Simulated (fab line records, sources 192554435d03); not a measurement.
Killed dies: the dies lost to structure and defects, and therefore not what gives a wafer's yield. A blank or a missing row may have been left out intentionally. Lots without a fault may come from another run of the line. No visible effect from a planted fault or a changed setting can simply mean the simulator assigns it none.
Problem report, 8D (eight disciplines) form, completed by code :: flow n5-finfet :: the parts of the form that need people (team, actions taken, sign-off) are left out

1. THE ISSUE
IOFF_P at N5_BEOL_M4_RC_MEAS_101 reads a mean of 0.605 nA/um on 4 wafers of 3 lots; wafers without a fault read 0.210 nA/um with a standard deviation of 0.029. Measured from the usual mean, that is +14 standard deviations.
The first sign was on wafer L363.2 at day 10 00:17, on prober-02. The record holds 30 wafers of 10 lots with a number at this step. Rule for "out" (also "out of limits"): further than 4 standard deviations from the usual mean. All remaining wafers that have a number are taken as sound.

2. WHAT THIS IS AND IS NOT
question: which readings at this step
is: IOFF_P, IOFF_P_85C, SS_P
is not: IOFF_N, ION_N, SS_N, VT_N

question: which lots
is: L363, L364, L365
is not: L357, L359, L360, L362, L368, L372, L379

question: which wafers of those lots
is: L363.2, L363.6, L364.6, L365.2
is not: L363.3, L364.3, L364.5, L365.4, L365.5

question: read on which gauges
is: prober-01, prober-02
is not: -

question: when
is: from day 10 00:17
is not: up to then (13 sound wafers); but 13 sound wafers of L364, L365, L368, L372, L379 came after

3. SUSPECTS, AND WHAT RULES EACH OUT
Counting: if a tool at a process step up to the reading ran every lot that is out, it stays a suspect. Sound lots after the first of them don't rule it out here, since some wafers of a struck lot are sound.
- ruled out: the gauge at N5_BEOL_M4_RC_MEAS_101. Those wafers that are out were read across 2 gauges (prober-01, prober-02).
- rie-si-05 at N5_SD_EPI_P_SD_RECESS_17 (chemistry HBr/Cl2/O2, target depth 39.1 nm, bt time 3 s): kept. It ran every lot that is out, first L363 (day 4 21:43); its last sound lot up to then is L362 (day 4 14:02).
After counting, what remains is rie-si-05 at N5_SD_EPI_P_SD_RECESS_17.

4. THE CAUSE (what the simulator had put in)
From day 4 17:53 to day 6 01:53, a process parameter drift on rie-si-05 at N5_SD_EPI_P_SD_RECESS_17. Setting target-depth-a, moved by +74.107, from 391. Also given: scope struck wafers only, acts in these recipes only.
Counting left only this tool.

5. SEQUENCE OF EFFECTS, ordered by route
Each row: a reading where the mean over the struck wafers with a number is more than 3 standard deviations away from the usual. Scope: only readings with a usual standard deviation given in the record; hours: median across lots of the time from each lot's start at the first step in this table that gives one to its start at this step; sigmas: change in usual standard deviations.
hours: 0
step: N5_BEOL_M4_RC_MEAS_101
reading: DIBL_P
usual: 36.3 mV/V
on struck wafers: 43.0
change: +6.7
sigmas: +5.1

hours: 0
step: N5_BEOL_M4_RC_MEAS_101
reading: IOFF_P
usual: 0.210 nA/um
on struck wafers: 0.605
change: +0.395
sigmas: +14

hours: 0
step: N5_BEOL_M4_RC_MEAS_101
reading: IOFF_P_85C
usual: 3.6 nA/um
on struck wafers: 8.9
change: +5.3
sigmas: +13

hours: 0
step: N5_BEOL_M4_RC_MEAS_101
reading: IOFF_P_LIN
usual: 0.100 nA/um
on struck wafers: 0.144
change: +0.044
sigmas: +4.0

hours: 0
step: N5_BEOL_M4_RC_MEAS_101
reading: ION_P
usual: 465 uA/um
on struck wafers: 487
change: +22
sigmas: +3.3

hours: 0
step: N5_BEOL_M4_RC_MEAS_101
reading: SS_P
usual: 73.2 mV/dec
on struck wafers: 78.8
change: +5.6
sigmas: +11

hours: 107
step: N5_PASSIVATION_PROBE_49
reading: sort-n-pass
usual: 1076
on struck wafers: 672
change: -404
sigmas: -25

hours: 107
step: N5_PASSIVATION_PROBE_49
reading: sort-yield-pct
usual: 91.2 %
on struck wafers: 57.0
change: -34.2
sigmas: -24
The process steps in it:
- N5_PASSIVATION_PROBE_49

6. HOW IT WOULD HAVE BEEN CAUGHT EARLIER
126 hours passed between the start of the fault at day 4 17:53 and the first reading out of limits at a measuring or inspecting step in this record, taken at day 10 00:17.
No tool reading at N5_SD_EPI_P_SD_RECESS_17 that has a usual standard deviation in the record was out on any struck wafer, so an alarm limit of 4 standard deviations on those readings would not have fired.
By day 10 00:17 the whole set of lots that are out, 3 in number, had already begun N5_SD_EPI_P_SD_RECESS_17 on rie-si-05. A hold on the tool at that time would have spared none of them.
